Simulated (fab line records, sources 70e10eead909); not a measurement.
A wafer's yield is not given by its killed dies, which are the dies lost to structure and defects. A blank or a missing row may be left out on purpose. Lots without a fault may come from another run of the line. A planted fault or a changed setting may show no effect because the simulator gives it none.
2 desks, one fault	flow nand harc	each desk has only its own numbers; what lay behind them comes last

FROM THE METROLOGY DESK
What the gauges read for every lot (on any tool): the sampled wafers with a number, averaged. Any lot whose mean is over 4 standard deviations away from the usual mean is out of limits and marked OUT; that distance is given in the brackets.
Columns: A = cd nm at NHARC_P_M1_CD_MEAS_16, usual 130.5 nm; B = thk nm at NHARC_P_M1_THK_MEAS_24, usual 157.6 nm
lot	first seen here	A	B
L637	day 6 09:06	130.1	155.9
L638	day 6 14:56	130.5	156.8
L639	day 7 03:23	130.8	159.4
L640	day 7 17:48	130.1	158.1
L641	day 7 23:56	130.4	157.0
L642	day 8 14:16	130.1	158.3
L643	day 8 16:34	130.5	157.9
L645	day 9 23:56	131.1	157.2
L646	day 10 04:50	130.0	159.3
L650	day 12 06:49	130.2	158.4
L653	day 12 19:01	129.8	155.3
L655	day 13 21:34	131.6	155.3
L656	day 14 06:06	129.9	153.0
L660	day 16 00:05	130.8	158.4
This desk found nothing out of limits on any of the 14 lots.

THE TOOL OWNER'S DESK: arfi scanner-03
The tool's own readings at NHARC_P_M2_EXPOSE_06 (exposes mask P M2, target cd 170 nm): means of the sampled wafers that have a number, for each lot that ran on this tool. Any lot whose mean is over 4 standard deviations away from the usual mean is out of limits and marked OUT; that distance is given in the brackets.
Columns: A = exposure dose mJ cm2 at NHARC_P_M2_EXPOSE_06, usual 80.72; B = focus offset nm at NHARC_P_M2_EXPOSE_06, usual 0.0 nm
lot	first seen here	A	B
L639	day 7 06:54	80.76	0.2
L646	day 10 08:28	80.77	-0.5
L650	day 12 10:25	80.75	0.2
L653	day 12 22:33	80.72	0.2
This desk found nothing out of limits on any of the 4 lots.

ALL TOGETHER
Metrology desk: nothing out of limits seen.
The tool owner's desk saw nothing out of limits.

WHAT THE SIMULATOR HAD PUT IN
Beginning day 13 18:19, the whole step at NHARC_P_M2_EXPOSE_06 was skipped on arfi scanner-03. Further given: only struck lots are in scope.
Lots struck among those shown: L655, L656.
